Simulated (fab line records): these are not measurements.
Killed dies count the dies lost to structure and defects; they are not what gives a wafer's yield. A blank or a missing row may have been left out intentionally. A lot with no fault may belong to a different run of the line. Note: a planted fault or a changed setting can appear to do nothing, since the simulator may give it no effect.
A lot that was struck, set against a sound lot || flow nand-harc || 15 out of 1159 route steps
Sound: these wafers, L597.1, L597.2, L597.4. Wafers struck: L601.1, L601.5, L601.6. The cause comes at the end.
Order at every step that has rows: each side's tool, ch and its chambers, its first start. Under that, the readings that differ: sound wafers || struck wafers || difference of the means || sigmas: that difference in standard deviations of wafers without a fault.
alike: words and numbers the same on both sides, and readings whose means are apart by under 2 such deviations; not compared: readings that were withheld, readings missing a value for some wafer, numbers with overlapping values and no deviation given by the record, and bounds like >300 which may hide the same value.
The two part at a step that has a row with sigmas, a row that says differs or no value, or rows on one side only. When numbers do not overlap yet have no deviation, they are printed without sigmas and do not part them. Lack of a reading on every wafer of one side parts them only where that side has two or more wafers.

first, 1 step without rows for these wafers: NHARC_P_ZERO_WELL_HARDBAKE_53 (time 80 s).
NHARC_P_ZERO_WELL_DESCUM_54: chemistry O2, time 3 s.
  sound on rie-diel-06 ch 0,1,2, day 2 05:55; struck on rie-diel-12 ch 0,2,3, day 3 06:01
  alike: drypump-motor-current-A, oes-product-au, rf-vpp-V, showerhead-plenum-p-Torr, throttle-valve-pct
  not compared: rf-hours-counter-h
then, 5 steps without rows for these wafers: NHARC_P_ZERO_WELL_IMPLANT_55; NHARC_P_ZERO_WELL_IMPLANT_61; NHARC_P_ZERO_WELL_STRIP_56 (strips in SPM, time 840 s); NHARC_P_ZERO_WELL_PRECLEAN_68 (cleans in SC1, time 60 s); NHARC_P_ZERO_WELL_SRD_69.
NHARC_P_ZERO_WELL_RTA_42: time 300 s.
  sound on rtp-anneal-02 ch 0, day 2 06:57; struck on rtp-anneal-02 ch 0, day 3 07:00
  alike: lamp-power-pct, lamp_zone_1_pct, lamp_zone_2_pct, wafer_temp_C_max
NHARC_P_ZERO_WELL_INSPECT_43:
  sound on defect-inspect-02 at day 2 07:37; struck on defect-inspect-01 at day 3 07:41
  alike: raw-defect-count
then, 3 steps without rows for these wafers: NHARC_P_STI_ETCH_26 (etches SiO2 in dHF, target depth 11 nm); NHARC_P_STI_PRECLEAN_27 (cleans in SC1); NHARC_P_STI_SRD_28.
NHARC_P_STI_OXIDE_29: material SiO2, target thk 10 nm, ox time 1362 s.
  sound on furnace-06 ch 0, day 2 14:36; struck on furnace-06 ch 0, day 3 16:22
  alike: spike-tc-upper-C
then, 2 steps without rows for these wafers: NHARC_P_STI_HM_DEP_30 (deposits Si3N4, target thk 80 nm, time 873 s); NHARC_END_SORT_01.

## WHERE THEY PART
Nowhere in this record.

WHY: the cause the simulator had injected
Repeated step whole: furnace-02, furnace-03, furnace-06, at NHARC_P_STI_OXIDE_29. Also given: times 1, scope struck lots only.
